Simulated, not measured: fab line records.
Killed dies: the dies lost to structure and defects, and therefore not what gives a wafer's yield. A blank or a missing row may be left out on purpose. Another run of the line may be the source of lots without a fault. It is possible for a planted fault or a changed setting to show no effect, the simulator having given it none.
fab line records + flow n5_finfet + part 2 of 2: steps 5 to 6 of 6
record
- lots=22
- wafers=66
- last_day=20
route steps=1938 shown BEOL_M6@1211 BEOL_M7@1265
lots that met no fault: taken from a fault-free run of the same line
start_h: start of the lot's first displayed wafer, in hours after the record's first day + wait_h: hours from the lot's prior step to this one + " unchanged from the row above + L1.1+2: one row covering several wafers at once + - no value, or no start given + * or withheld: withheld + < > ~ a bound
route shown NAME@n: names a module that has steps shown in the file, with the first one's number in the route + usual: mean and standard deviation over wafers with no fault + same: alike in all rows + chamber/n: place in a boat + sites: the reading at each site + _std_site: the values' standard deviation + _edge_site: inner sites' mean taken away from outer sites' mean + radius_mm: how far each site lies from the wafer's centre + mask NAME#n: copy n + behind: the last tool/chamber to shape the wafer + hold: reason for holding the lot/hours on hold/outcome of the hold + device: the transistor (n, p or np) that didn't switch + end of line: the tests these same wafers got at the end of their route + a step given without rows: its recipe and nothing more + killed: at the first sort, the dies lost to defects and structure; wafer yield is something else + map: dies across one wafer; x = killed, . = not, _ = none there
set.NAME: the setting as run; set.NAME@STEP: as run at that earlier step + model.NAME: the simulator's own value behind a step, which no gauge read
steps of the route over a sample of lots; a table a step, a row a wafer
services: a tool's chamber out of use, with start hour (start_h, from the record's first day; less than 0 if before it), hours out, and reason
## steps
# step N5_BEOL_M7_THK_MEAS_01
# recipe
- reads=SiCOH_lowk_of_BEOL_M7_ILD_DEP_00
# usual
- M7_ILD_THK=155.9/2
| lot.wafer | tool          | chamber | start_h | wait_h | M7_ILD_THK[nm] |
|-----------|---------------|---------|---------|--------|----------------|
| L075.2    | film_metro-02 | -       | 263.71  | 0.4    | 156.7          |
| L075.4    | "             | -       | "       | "      | 158.9          |
| L075.6    | "             | -       | "       | "      | 158.1          |
| L076.1    | film_metro-02 | -       | 267.90  | 0.4    | 153.9          |
| L076.4    | "             | -       | "       | "      | 157.4          |
| L076.6    | "             | -       | "       | "      | 155.7          |
| L077.1    | film_metro-01 | -       | 275.03  | 0.4    | 155.3          |
| L077.2    | "             | -       | "       | "      | 156.5          |
| L077.5    | "             | -       | "       | "      | 159.1          |
| L078.1    | film_metro-01 | -       | 281.97  | 0.4    | 152.2          |
| L078.3    | "             | -       | "       | "      | 155.3          |
| L078.4    | "             | -       | "       | "      | 157.8          |
| L080.1    | film_metro-02 | -       | 288.72  | 0.4    | 154.9          |
| L080.2    | "             | -       | "       | "      | 157.7          |
| L080.5    | "             | -       | "       | "      | 157.2          |
| L081.1    | film_metro-02 | -       | 294.67  | 0.4    | 152.1          |
| L081.3    | "             | -       | "       | "      | 153.1          |
| L081.4    | "             | -       | "       | "      | 155.0          |
| L082.3    | film_metro-01 | -       | 299.43  | 0.3    | 154.4          |
| L082.5    | "             | -       | "       | "      | 157.6          |
| L082.6    | "             | -       | "       | "      | 157.4          |
| L083.1    | film_metro-02 | -       | 299.63  | 0.4    | 154.6          |
| L083.5    | "             | -       | "       | "      | 159.6          |
| L083.6    | "             | -       | "       | "      | 157.8          |
| L085.3    | film_metro-02 | -       | 314.46  | 0.3    | 153.4          |
| L085.4    | "             | -       | "       | "      | 154.3          |
| L085.6    | "             | -       | "       | "      | 154.8          |
| L092.2    | film_metro-02 | -       | 316.12  | 0.4    | 156.7          |
| L092.3    | "             | -       | "       | "      | 154.0          |
| L092.4    | "             | -       | "       | "      | 157.4          |
| L086.2    | film_metro-01 | -       | 318.46  | 0.4    | 154.9          |
| L086.3    | "             | -       | "       | "      | 152.8          |
| L086.6    | "             | -       | "       | "      | 157.4          |
| L088.3    | film_metro-01 | -       | 332.98  | 0.3    | 154.7          |
| L088.5    | "             | -       | "       | "      | 153.8          |
| L088.6    | "             | -       | "       | "      | 153.9          |
| L087.3    | film_metro-02 | -       | 338.10  | 0.3    | 158.7          |
| L087.4    | "             | -       | "       | "      | 159.8          |
| L087.6    | "             | -       | "       | "      | 159.1          |
| L089.2    | film_metro-02 | -       | 339.06  | 0.4    | 154.9          |
| L089.4    | "             | -       | "       | "      | 156.4          |
| L089.5    | "             | -       | "       | "      | 155.7          |
| L090.2    | film_metro-01 | -       | 341.41  | 0.4    | 155.2          |
| L090.4    | "             | -       | "       | "      | 156.6          |
| L090.5    | "             | -       | "       | "      | 158.5          |
| L091.1    | film_metro-01 | -       | 345.90  | 0.4    | 154.0          |
| L091.3    | "             | -       | "       | "      | 154.5          |
| L091.4    | "             | -       | "       | "      | 157.6          |
| L093.3    | film_metro-01 | -       | 347.84  | 0.3    | 153.4          |
| L093.5    | "             | -       | "       | "      | 156.4          |
| L093.6    | "             | -       | "       | "      | 155.6          |
| L079.1    | film_metro-01 | -       | 373.08  | 0.4    | 153.6          |
| L079.2    | "             | -       | "       | "      | 154.4          |
| L079.6    | "             | -       | "       | "      | 155.6          |
| L097.1    | film_metro-02 | -       | 373.56  | 0.4    | 156.1          |
| L097.2    | "             | -       | "       | "      | 157.7          |
| L097.6    | "             | -       | "       | "      | 158.9          |
| L096.1    | film_metro-01 | -       | 378.71  | 0.4    | 153.4          |
| L096.3    | "             | -       | "       | "      | 156.2          |
| L096.6    | "             | -       | "       | "      | 154.6          |
| L094.1    | film_metro-01 | -       | 392.59  | 0.4    | 155.0          |
| L094.2    | "             | -       | "       | "      | 156.8          |
| L094.6    | "             | -       | "       | "      | 159.2          |
| L095.1    | film_metro-01 | -       | 397.89  | 0.4    | 151.7          |
| L095.4    | "             | -       | "       | "      | 156.8          |
| L095.6    | "             | -       | "       | "      | 157.1          |
# step N5_BEOL_M7_DESCUM_16
# recipe
- chemistry=O2
- time_s=7.9
- source_power_w=50
- bias_power_w=20
- pressure_mtorr=20
- rf_frequency_hz=2.712e+07
- temp_c=40
- resist=CAR-ArF
- o2_flow_sccm=225
# usual
- bias_power_w=20.01/0.057
- drypump_motor_current_A=5.9/0.55
- oes_product_au=0.80/0.078
- rf_vpp_V=243.1/1.4
- showerhead_plenum_p_Torr=2.10/0.066
- throttle_valve_pct=20.58/0.19
# same
- time_s=7.9
| lot.wafer | tool        | chamber | start_h | wait_h | bias_power_w | drypump_motor_current_A | oes_product_au | rf_hours_counter_h | rf_vpp_V | showerhead_plenum_p_Torr | throttle_valve_pct |
|-----------|-------------|---------|---------|--------|--------------|-------------------------|----------------|--------------------|----------|--------------------------|--------------------|
| L075.2    | rie_diel-01 | 3       | 265.81  | 0.2    | 19.98        | 6.0                     | 0.90           | 32                 | 242.6    | 2.05                     | 20.54              |
| L075.4    | "           | 2       | "       | "      | 19.87        | 6.4                     | 0.87           | 42                 | 244.4    | 2.21                     | 20.57              |
| L075.6    | "           | 1       | "       | "      | 19.98        | 6.3                     | 0.74           | -                  | 243.5    | 2.10                     | 20.52              |
| L076.1    | rie_diel-03 | 1       | 269.06  | 0.0    | 19.92        | 6.1                     | 0.73           | 176                | 243.4    | 2.00                     | 20.10              |
| L076.4    | "           | 2       | "       | "      | 19.99        | 5.0                     | 0.74           | 172                | 244.3    | 2.17                     | 20.47              |
| L076.6    | "           | 0       | "       | "      | 19.91        | 5.5                     | 0.70           | -                  | 243.2    | 2.07                     | 20.76              |
| L077.1    | rie_diel-06 | 2       | 276.10  | 0.0    | 20.00        | 6.4                     | 0.75           | 175                | 242.4    | 2.00                     | 20.52              |
| L077.2    | "           | 1       | "       | "      | 19.97        | 5.2                     | 0.96           | 8                  | 243.9    | 2.14                     | 20.24              |
| L077.5    | "           | 2       | "       | "      | 19.97        | 6.4                     | 0.75           | -                  | 241.0    | 2.00                     | 20.51              |
| L078.1    | rie_diel-06 | 1       | 283.29  | 0.0    | 20.00        | 5.2                     | 0.94           | 10                 | 243.0    | 2.14                     | 20.26              |
| L078.3    | "           | 2       | "       | "      | 20.00        | 6.4                     | 0.75           | 177                | 240.4    | 2.00                     | 20.52              |
| L078.4    | "           | 2       | "       | "      | 20.07        | 6.4                     | 0.74           | -                  | 242.1    | 1.99                     | 20.51              |
| L080.1    | rie_diel-01 | 0       | 291.96  | 0.1    | 20.00        | 6.6                     | 0.77           | 126                | 242.2    | 2.02                     | 20.86              |
| L080.2    | "           | 3       | "       | "      | 20.03        | 6.0                     | 0.89           | 39                 | 241.6    | 2.04                     | 20.56              |
| L080.5    | "           | 1       | "       | "      | 20.06        | 6.3                     | 0.73           | -                  | 243.2    | 2.10                     | 20.55              |
| L081.1    | rie_diel-06 | 2       | 296.94  | 0.7    | 19.97        | 6.4                     | 0.75           | 181                | 241.5    | 1.99                     | 20.52              |
| L081.3    | "           | 1       | "       | "      | 20.05        | 5.2                     | 0.95           | 13                 | 245.2    | 2.14                     | 20.28              |
| L081.4    | "           | 1       | "       | "      | 19.99        | 5.2                     | 0.94           | -                  | 244.0    | 2.14                     | 20.27              |
| L082.3    | rie_diel-01 | 3       | 301.98  | 0.9    | 19.98        | 6.0                     | 0.88           | 43                 | 241.8    | 2.04                     | 20.53              |
| L082.5    | "           | 1       | "       | "      | 20.11        | 6.2                     | 0.73           | -                  | 242.7    | 2.09                     | 20.56              |
| L082.6    | "           | 2       | "       | "      | 20.09        | 6.4                     | 0.83           | -                  | 246.2    | 2.20                     | 20.58              |
| L083.1    | rie_diel-01 | 0       | 302.34  | 1.1    | 19.96        | 6.6                     | 0.77           | 130                | 243.4    | 2.02                     | 20.87              |
| L083.5    | "           | 0       | "       | "      | 20.02        | 6.6                     | 0.77           | -                  | 243.0    | 2.02                     | 20.88              |
| L083.6    | "           | 3       | "       | "      | 20.11        | 6.0                     | 0.88           | -                  | 242.2    | 2.04                     | 20.56              |
| L085.3    | rie_diel-03 | 3       | 317.39  | 0.0    | 19.89        | 5.4                     | 0.84           | 76                 | 243.2    | 2.12                     | 20.53              |
| L085.4    | "           | 1       | "       | "      | 19.99        | 6.1                     | 0.71           | 186                | 240.7    | 2.00                     | 20.13              |
| L085.6    | "           | 1       | "       | "      | 20.03        | 6.1                     | 0.70           | -                  | 240.8    | 2.00                     | 20.11              |
| L092.2    | rie_diel-06 | 3       | 318.11  | 0.2    | 19.95        | 5.2                     | 0.77           | 94                 | 244.0    | 2.12                     | 20.82              |
| L092.3    | "           | 1       | "       | "      | 19.96        | 5.2                     | 0.92           | 22                 | 243.5    | 2.14                     | 20.27              |
| L092.4    | "           | 0       | "       | "      | 20.01        | 6.4                     | 0.94           | 4                  | 243.5    | 2.15                     | 20.51              |
| L086.2    | rie_diel-06 | 3       | 321.68  | 0.6    | 19.99        | 5.2                     | 0.77           | 96                 | 243.0    | 2.12                     | 20.80              |
| L086.3    | "           | 2       | "       | "      | 20.02        | 6.4                     | 0.74           | 191                | 239.1    | 1.99                     | 20.54              |
| L086.6    | "           | 3       | "       | "      | 20.14        | 5.2                     | 0.77           | -                  | 243.3    | 2.12                     | 20.81              |
| L088.3    | rie_diel-06 | 0       | 334.59  | 0.1    | 20.02        | 6.4                     | 0.92           | 10                 | 242.6    | 2.15                     | 20.55              |
| L088.5    | "           | 3       | "       | "      | 19.98        | 5.2                     | 0.77           | -                  | 243.4    | 2.12                     | 20.81              |
| L088.6    | "           | 0       | "       | "      | 20.01        | 6.4                     | 0.92           | -                  | 242.1    | 2.15                     | 20.52              |
| L087.3    | rie_diel-01 | 0       | 340.93  | 0.1    | 20.10        | 6.6                     | 0.75           | 141                | 241.0    | 2.02                     | 20.89              |
| L087.4    | "           | 2       | "       | "      | 20.13        | 6.4                     | 0.84           | 64                 | 247.4    | 2.20                     | 20.60              |
| L087.6    | "           | 2       | "       | "      | 20.16        | 6.4                     | 0.82           | -                  | 244.6    | 2.20                     | 20.60              |
| L089.2    | rie_diel-01 | 0       | 341.21  | 0.0    | 20.03        | 6.6                     | 0.76           | 141                | 241.7    | 2.02                     | 20.89              |
| L089.4    | "           | 2       | "       | "      | 19.96        | 6.4                     | 0.83           | 64                 | 244.0    | 2.20                     | 20.63              |
| L089.5    | "           | 3       | "       | "      | 19.94        | 6.0                     | 0.86           | -                  | 242.5    | 2.04                     | 20.56              |
| L090.2    | rie_diel-06 | 3       | 343.51  | 0.0    | 20.08        | 5.2                     | 0.77           | 103                | 243.1    | 2.12                     | 20.82              |
| L090.4    | "           | 1       | "       | "      | 20.05        | 5.2                     | 0.90           | 31                 | 244.2    | 2.14                     | 20.31              |
| L090.5    | "           | 3       | "       | "      | 20.02        | 5.2                     | 0.76           | -                  | 242.8    | 2.12                     | 20.83              |
| L091.1    | rie_diel-03 | 0       | 347.57  | 0.0    | 20.06        | 5.6                     | 0.68           | 240                | 242.8    | 2.07                     | 20.78              |
| L091.3    | "           | 1       | "       | "      | 20.05        | 6.1                     | 0.70           | 195                | 241.5    | 1.99                     | 20.14              |
| L091.4    | "           | 3       | "       | "      | 19.99        | 5.4                     | 0.83           | 85                 | 243.3    | 2.12                     | 20.54              |
| L093.3    | rie_diel-01 | 2       | 348.91  | 0.0    | 19.93        | 6.4                     | 0.82           | 67                 | 244.1    | 2.20                     | 20.62              |
| L093.5    | "           | 0       | "       | "      | 20.03        | 6.7                     | 0.75           | -                  | 241.5    | 2.02                     | 20.88              |
| L093.6    | "           | 3       | "       | "      | 20.12        | 6.0                     | 0.87           | -                  | 241.8    | 2.04                     | 20.58              |
| L079.1    | rie_diel-06 | 3       | 374.89  | 0.2    | 20.05        | 5.2                     | 0.76           | 114                | 244.1    | 2.11                     | 20.86              |
| L079.2    | "           | 2       | "       | "      | 20.00        | 6.4                     | 0.72           | 208                | 241.3    | 1.99                     | 20.55              |
| L079.6    | "           | 1       | "       | "      | 19.93        | 5.2                     | 0.88           | -                  | 242.5    | 2.13                     | 20.32              |
| L097.1    | rie_diel-03 | 3       | 375.43  | 0.0    | 19.95        | 5.4                     | 0.82           | 93                 | 243.7    | 2.11                     | 20.58              |
| L097.2    | "           | 0       | "       | "      | 19.93        | 5.5                     | 0.68           | 247                | 240.2    | 2.06                     | 20.79              |
| L097.6    | "           | 3       | "       | "      | 19.92        | 5.4                     | 0.82           | -                  | 244.6    | 2.11                     | 20.56              |
| L096.1    | rie_diel-01 | 1       | 380.17  | 0.0    | 20.06        | 6.3                     | 0.71           | 204                | 242.4    | 2.09                     | 20.58              |
| L096.3    | "           | 3       | "       | "      | 19.96        | 6.0                     | 0.84           | 67                 | 241.4    | 2.03                     | 20.60              |
| L096.6    | "           | 0       | "       | "      | 20.00        | 6.6                     | 0.74           | -                  | 241.5    | 2.01                     | 20.91              |
| L094.1    | rie_diel-06 | 2       | 397.31  | 0.0    | 20.00        | 6.4                     | 0.72           | 214                | 243.1    | 1.98                     | 20.57              |
| L094.2    | "           | 3       | "       | "      | 20.07        | 5.2                     | 0.76           | 120                | 242.7    | 2.11                     | 20.85              |
| L094.6    | "           | 2       | "       | "      | 19.99        | 6.4                     | 0.72           | -                  | 241.5    | 1.98                     | 20.58              |
| L095.1    | rie_diel-06 | 1       | 401.24  | 0.7    | 19.95        | 5.2                     | 0.88           | 48                 | 242.3    | 2.13                     | 20.32              |
| L095.4    | "           | 0       | "       | "      | 19.95        | 6.4                     | 0.88           | 31                 | 242.2    | 2.14                     | 20.54              |
| L095.6    | "           | 2       | "       | "      | 20.00        | 6.4                     | 0.73           | -                  | 240.5    | 1.98                     | 20.58              |
## services
| tool        | chamber | start_h | hours | kind                          |
|-------------|---------|---------|-------|-------------------------------|
| rie_diel-04 | 0       | 244.50  | -     | clean                         |
| rie_diel-04 | 0       | 244.50  | -     | consumable_replace:focus_ring |
| rie_diel-04 | 0       | 244.50  | 19.1  | scheduled_down                |
| rie_diel-04 | 0       | 244.50  | 19.1  | vent_cycle                    |
| rie_diel-01 | 2       | 247.05  | 9.9   | repair                        |
| rie_diel-04 | 2       | 263.68  | 2.8   | repair                        |
| rie_diel-04 | 3       | 271.32  | -     | clean                         |
| rie_diel-04 | -       | 278.67  | 4.3   | pm                            |
| rie_diel-06 | 3       | 281.08  | 5.0   | repair                        |
| rie_diel-06 | 1       | 284.55  | 4.9   | repair                        |
| rie_diel-03 | -       | 293.56  | 16.0  | repair                        |
| rie_diel-05 | 1       | 302.74  | 4.3   | repair                        |
| rie_diel-02 | 2       | 303.28  | 3.9   | repair                        |
| rie_diel-05 | 2       | 328.20  | -     | clean                         |
| rie_diel-05 | 2       | 328.20  | -     | consumable_replace:focus_ring |
| rie_diel-05 | 2       | 328.20  | 26.1  | scheduled_down                |
| rie_diel-05 | 2       | 328.20  | 26.1  | vent_cycle                    |
| rie_diel-02 | 2       | 364.20  | 19.8  | repair                        |
| rie_diel-02 | 1       | 387.70  | 4.1   | repair                        |
| rie_diel-04 | 3       | 393.95  | 5.8   | repair                        |
| rie_diel-05 | 3       | 400.28  | -     | clean                         |
| rie_diel-05 | 3       | 400.28  | -     | consumable_replace:focus_ring |
| rie_diel-05 | 3       | 400.28  | 20.2  | scheduled_down                |
| rie_diel-05 | 3       | 400.28  | 20.2  | vent_cycle                    |
